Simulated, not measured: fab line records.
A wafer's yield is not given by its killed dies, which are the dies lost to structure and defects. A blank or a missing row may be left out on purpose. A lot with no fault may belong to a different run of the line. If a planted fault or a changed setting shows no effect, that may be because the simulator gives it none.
fab line records -- flow n5-finfet -- part 2 of 2: steps 5 to 6 of 6
record: lots: 24, wafers: 72, last-day: 17
route steps=1938 shown BEOL_M14@1756 BEOL_M15@1785 MIM_BOT_LITHO@1863 PASSIVATION@1911
lots untouched by any fault: they come from a run of this same line in which no faults occurred
start-h: start of the lot's first displayed wafer, in hours after the record's first day -- wait-h: how many hours have passed since the lot's step before this one -- " same as the row above -- L1.1+2: a row that stands for several wafers -- - no value, or no start given -- * or withheld: withheld -- < > ~ a bound
route shown NAME@n: NAME is a module with steps in the file, n the number in the route of the first one -- usual: mean and standard deviation over wafers with no fault -- same: alike in all rows -- chamber/n: place in a boat -- sites: the reading at each site -- _std_site: their standard deviation -- _edge_site: the outer-site mean with the inner-site mean subtracted -- radius-mm: for every site, how far away it sits from the centre of the wafer -- mask NAME#n: copy n -- behind: the most recent tool/chamber to have shaped the wafer -- hold: why the lot was held/for how many hours/how that ended -- device: the n, p or np transistor that did not switch -- end of line: the tests these same wafers got at the end of their route -- a step with no rows: only its recipe -- killed: the dies lost at the first sort to structure and to defects; this is not the yield of the wafer -- map: the dies of a wafer, with x for killed, . for not killed, _ for no die there
set.NAME: the setting the step ran with; set.NAME@STEP: the setting that earlier step ran with -- model.NAME: the simulator's own value behind a step, which no gauge read
a sample of lots followed through the steps of the route, with each step as a table and each wafer as a row
services: the hour from which a tool's chamber was out of use, counted from the record's first day as start-h (under 0 if before that day), plus the number of hours and why
== steps ==
step: N5_MIM_BOT_LITHO_OVL_MEAS_11
recipe: points-per-wafer: 44
usual: MIM_BOT_OVL: 1/5.1
lot.wafer,tool,chamber,start-h,wait-h,MIM_BOT_OVL[nm]
L076.1,overlay-02,0,258.73,0.0,-4
L076.3,overlay-02,0,258.73,0.0,-9
L076.5,overlay-02,0,258.73,0.0,-12
L074.2,overlay-02,0,273.90,0.0,-7
L074.3,overlay-02,0,273.90,0.0,1
L074.5,overlay-02,0,273.90,0.0,-2
L075.1,overlay-01,0,275.70,0.0,1
L075.3,overlay-01,0,275.70,0.0,2
L075.5,overlay-01,0,275.70,0.0,0
L081.2,overlay-02,0,294.60,0.0,1
L081.3,overlay-02,0,294.60,0.0,2
L081.5,overlay-02,0,294.60,0.0,-4
L077.1,overlay-02,0,294.79,0.0,2
L077.3,overlay-02,0,294.79,0.0,-4
L077.6,overlay-02,0,294.79,0.0,-4
L078.1,overlay-02,0,296.24,0.0,9
L078.3,overlay-02,0,296.24,0.0,5
L078.6,overlay-02,0,296.24,0.0,2
L079.1,overlay-01,0,300.46,0.0,-2
L079.3,overlay-01,0,300.46,0.0,-6
L079.6,overlay-01,0,300.46,0.0,-6
L080.1,overlay-02,0,302.70,0.0,9
L080.3,overlay-02,0,302.70,0.0,2
L080.5,overlay-02,0,302.70,0.0,2
L082.1,overlay-02,0,313.14,0.0,6
L082.2,overlay-02,0,313.14,0.0,5
L082.3,overlay-02,0,313.14,0.0,12
L084.2,overlay-02,0,322.72,0.0,4
L084.3,overlay-02,0,322.72,0.0,3
L084.5,overlay-02,0,322.72,0.0,2
L083.2,overlay-01,0,322.88,0.0,8
L083.4,overlay-01,0,322.88,0.0,3
L083.5,overlay-01,0,322.88,0.0,5
L085.3,overlay-01,0,333.11,0.0,-7
L085.4,overlay-01,0,333.11,0.0,0
L085.6,overlay-01,0,333.11,0.0,-6
L086.1,overlay-01,0,335.07,0.0,-3
L086.3,overlay-01,0,335.07,0.0,3
L086.4,overlay-01,0,335.07,0.0,2
L087.1,overlay-01,0,338.96,0.0,-5
L087.3,overlay-01,0,338.96,0.0,5
L087.6,overlay-01,0,338.96,0.0,-1
L089.4,overlay-01,0,344.45,0.0,-4
L089.5,overlay-01,0,344.45,0.0,7
L089.6,overlay-01,0,344.45,0.0,9
L088.1,overlay-02,0,348.06,0.0,-2
L088.3,overlay-02,0,348.06,0.0,3
L088.5,overlay-02,0,348.06,0.0,4
L090.1,overlay-01,0,348.32,0.0,1
L090.2,overlay-01,0,348.32,0.0,-5
L090.5,overlay-01,0,348.32,0.0,-3
L091.2,overlay-01,0,353.58,0.0,4
L091.3,overlay-01,0,353.58,0.0,4
L091.4,overlay-01,0,353.58,0.0,1
L093.2,overlay-02,0,381.41,0.0,-1
L093.4,overlay-02,0,381.41,0.0,6
L093.5,overlay-02,0,381.41,0.0,7
L092.2,overlay-02,0,385.10,0.0,6
L092.5,overlay-02,0,385.10,0.0,0
L092.6,overlay-02,0,385.10,0.0,2
L095.1,overlay-02,0,386.55,0.0,-4
L095.3,overlay-02,0,386.55,0.0,6
L095.4,overlay-02,0,386.55,0.0,-2
L094.1,overlay-02,0,386.95,0.0,6
L094.4,overlay-02,0,386.95,0.0,10
L094.6,overlay-02,0,386.95,0.0,2
L096.1,overlay-02,0,391.59,0.0,6
L096.3,overlay-02,0,391.59,0.0,11
L096.4,overlay-02,0,391.59,0.0,3
L097.2,overlay-02,0,391.74,0.0,12
L097.5,overlay-02,0,391.74,0.0,7
L097.6,overlay-02,0,391.74,0.0,6
step: N5_PASSIVATION_STRIP_34
recipe: chemistry: O2, power-w: 600, temp-c: 60, pressure-mtorr: 30, rf-frequency-hz: 6e+07, bias-power-w: 0, overash-fraction: 2, o2-flow-sccm: 225
usual: drypump-motor-current-A: 5.5/0.58, oes-product-au: 0.82/0.073, rf-vpp-V: 3.7/1.4, showerhead-plenum-p-Torr: 2.13/0.078, throttle-valve-pct: 16.66/0.16
lot.wafer,tool,chamber,start-h,wait-h,drypump-motor-current-A,oes-product-au,rf-hours-counter-h,rf-vpp-V,showerhead-plenum-p-Torr,throttle-valve-pct
L076.1,rie-diel-06,3,267.41,0.1,5.9,0.80,129,5.8,2.10,16.71
L076.3,rie-diel-06,2,267.41,0.1,5.1,0.75,121,1.9,2.22,16.54
L076.5,rie-diel-06,0,267.41,0.1,6.2,0.94,-,3.0,2.04,16.56
L074.2,rie-diel-05,2,277.51,0.2,5.3,0.84,88,3.4,2.12,16.40
L074.3,rie-diel-05,1,277.51,0.2,5.3,0.86,37,3.2,2.21,16.69
L074.5,rie-diel-05,2,277.51,0.2,5.3,0.83,-,2.5,2.12,16.34
L075.1,rie-diel-05,2,282.50,0.2,5.3,0.82,90,6.5,2.12,16.38
L075.3,rie-diel-05,1,282.50,0.2,5.3,0.90,39,2.5,2.21,16.69
L075.5,rie-diel-05,1,282.50,0.2,5.3,0.89,-,3.2,2.21,16.64
L077.1,rie-diel-04,0,301.75,0.2,6.7,0.69,227,3.8,2.14,16.64
L077.3,rie-diel-04,1,301.75,0.2,5.8,0.91,22,5.0,2.16,16.91
L077.6,rie-diel-04,3,301.75,0.2,6.2,0.74,-,4.7,2.00,16.95
L081.2,rie-diel-05,2,301.79,0.1,5.3,0.83,99,1.4,2.12,16.41
L081.3,rie-diel-05,0,301.79,0.1,4.8,0.90,38,2.5,2.25,16.70
L081.5,rie-diel-05,1,301.79,0.1,5.3,0.86,-,3.2,2.20,16.67
L078.1,rie-diel-04,3,302.50,0.1,6.2,0.74,168,3.7,2.00,16.98
L078.3,rie-diel-04,1,302.50,0.1,5.9,0.91,22,6.7,2.16,16.93
L078.6,rie-diel-04,0,302.50,0.1,6.6,0.70,-,4.8,2.14,16.70
L079.1,rie-diel-04,3,305.12,0.1,6.2,0.74,169,3.5,2.00,16.94
L079.3,rie-diel-04,1,305.12,0.1,5.8,0.92,24,2.1,2.16,16.92
L079.6,rie-diel-04,0,305.12,0.1,6.7,0.70,-,3.8,2.13,16.70
L080.1,rie-diel-05,2,308.74,0.1,5.3,0.82,105,1.4,2.11,16.44
L080.3,rie-diel-05,1,308.74,0.1,5.3,0.85,54,4.1,2.20,16.73
L080.5,rie-diel-05,2,308.74,0.1,5.3,0.80,-,1.7,2.12,16.39
L082.1,rie-diel-05,1,319.46,0.1,5.4,0.86,58,1.8,2.20,16.67
L082.2,rie-diel-05,0,319.46,0.1,4.8,0.89,44,8.8,2.24,16.66
L082.3,rie-diel-05,2,319.46,0.1,5.3,0.82,109,5.7,2.11,16.47
L083.2,rie-diel-04,0,327.42,0.1,6.7,0.68,237,2.0,2.13,16.68
L083.4,rie-diel-04,3,327.42,0.1,6.2,0.72,179,5.2,2.00,16.93
L083.5,rie-diel-04,3,327.42,0.1,6.2,0.74,-,3.5,2.00,16.94
L084.2,rie-diel-06,1,327.59,0.1,4.8,0.96,4,3.6,2.03,16.33
L084.3,rie-diel-06,3,327.59,0.1,5.8,0.75,156,1.1,2.10,16.71
L084.5,rie-diel-06,2,327.59,0.1,5.1,0.75,-,1.8,2.21,16.58
L085.3,rie-diel-06,3,338.99,0.1,5.8,0.73,160,2.7,2.09,16.76
L085.4,rie-diel-06,3,338.99,0.1,5.9,0.77,-,4.9,2.09,16.81
L085.6,rie-diel-06,1,338.99,0.1,4.8,0.93,-,3.2,2.03,16.35
L086.1,rie-diel-05,0,339.29,0.1,4.8,0.88,52,2.9,2.24,16.66
L086.3,rie-diel-05,2,339.29,0.1,5.3,0.79,118,2.5,2.11,16.43
L086.4,rie-diel-05,2,339.29,0.1,5.3,0.78,-,3.7,2.11,16.44
L087.1,rie-diel-05,0,344.67,0.1,4.8,0.87,55,0,2.24,16.71
L087.3,rie-diel-05,2,344.67,0.1,5.3,0.79,120,2.9,2.11,16.47
L087.6,rie-diel-05,1,344.67,0.1,5.3,0.82,-,6.0,2.19,16.72
L089.4,rie-diel-04,3,348.25,0.1,6.2,0.73,187,3.2,1.99,17.00
L089.5,rie-diel-04,3,348.25,0.1,6.3,0.72,-,4.0,1.99,17.03
L089.6,rie-diel-04,0,348.25,0.1,6.7,0.69,-,2.7,2.13,16.73
L090.1,rie-diel-05,1,354.15,0.2,5.3,0.82,74,3.9,2.19,16.73
L090.2,rie-diel-05,0,354.15,0.2,4.8,0.85,56,5.1,2.24,16.73
L090.5,rie-diel-05,0,354.15,0.2,4.8,0.86,-,4.4,2.24,16.74
L088.1,rie-diel-06,0,354.44,0.1,6.2,0.90,30,5.5,2.04,16.62
L088.3,rie-diel-06,3,354.44,0.1,5.9,0.75,168,2.1,2.09,16.84
L088.5,rie-diel-06,0,354.44,0.1,6.3,0.92,-,3.0,2.03,16.64
L091.2,rie-diel-05,3,359.38,0.1,6.3,0.91,34,3.9,2.13,16.55
L091.3,rie-diel-05,0,359.38,0.1,4.8,0.86,58,2.7,2.24,16.76
L091.4,rie-diel-05,2,359.38,0.1,5.3,0.80,127,3.8,2.11,16.45
L093.2,rie-diel-05,2,386.22,0.1,5.3,0.76,135,3.0,2.10,16.51
L093.4,rie-diel-05,0,386.22,0.1,4.8,0.86,66,5.8,2.23,16.72
L093.5,rie-diel-05,2,386.22,0.1,5.3,0.76,-,3.9,2.10,16.46
L095.1,rie-diel-05,2,390.88,0.1,5.3,0.79,137,3.7,2.10,16.47
L095.3,rie-diel-05,3,390.88,0.1,6.3,0.88,43,2.2,2.13,16.49
L095.4,rie-diel-05,1,390.88,0.1,5.4,0.82,86,3.7,2.19,16.71
L092.2,rie-diel-05,3,391.17,0.1,6.4,0.89,43,3.9,2.13,16.46
L092.5,rie-diel-05,3,391.17,0.1,6.3,0.89,-,3.3,2.13,16.47
L092.6,rie-diel-05,0,391.17,0.1,4.8,0.84,-,2.9,2.23,16.72
L094.1,rie-diel-06,3,391.30,0.1,5.9,0.74,182,3.7,2.09,16.80
L094.4,rie-diel-06,2,391.30,0.1,5.1,0.71,174,4.7,2.20,16.67
L094.6,rie-diel-06,3,391.30,0.1,5.9,0.75,-,5.8,2.09,16.80
L096.1,rie-diel-06,0,395.90,0.1,6.3,0.87,45,3.1,2.03,16.65
L096.3,rie-diel-06,2,395.90,0.1,5.1,0.71,175,2.8,2.20,16.75
L096.4,rie-diel-06,3,395.90,0.1,5.9,0.72,184,5.7,2.09,16.78
L097.2,rie-diel-06,1,396.06,0.1,4.8,0.88,31,3.2,2.02,16.47
L097.5,rie-diel-06,0,396.06,0.1,6.3,0.86,-,3.4,2.03,16.71
L097.6,rie-diel-06,3,396.06,0.1,5.8,0.74,-,6.9,2.09,16.81
== services ==
tool,chamber,start-h,hours,kind
rie-diel-04,1,235.62,8.8,repair
rie-diel-05,3,239.05,115.1,repair
rie-diel-03,-,283.25,0.1,repair
rie-diel-03,1,299.40,1.6,repair
rie-diel-06,1,300.87,-,clean
rie-diel-06,1,300.87,-,consumable-replace:focus-ring
rie-diel-06,1,300.87,19.6,scheduled-down
rie-diel-06,1,300.87,19.6,vent-cycle
rie-diel-02,1,311.81,7.9,repair
rie-diel-02,3,314.33,6.4,repair
rie-diel-02,3,320.94,-,clean
rie-diel-02,3,320.94,-,consumable-replace:focus-ring
rie-diel-02,3,320.94,25.9,scheduled-down
rie-diel-02,3,320.94,25.9,vent-cycle
rie-diel-06,0,336.10,14.8,repair
rie-diel-01,2,344.05,3.6,repair
rie-diel-05,0,345.00,5.6,repair
rie-diel-02,3,358.48,9.0,repair
rie-diel-04,0,361.66,-,clean
rie-diel-04,0,361.66,-,consumable-replace:focus-ring
rie-diel-04,0,361.66,28.3,scheduled-down
rie-diel-01,3,371.86,5.6,repair
rie-diel-01,-,377.20,0.4,repair
rie-diel-05,-,384.77,1.2,repair
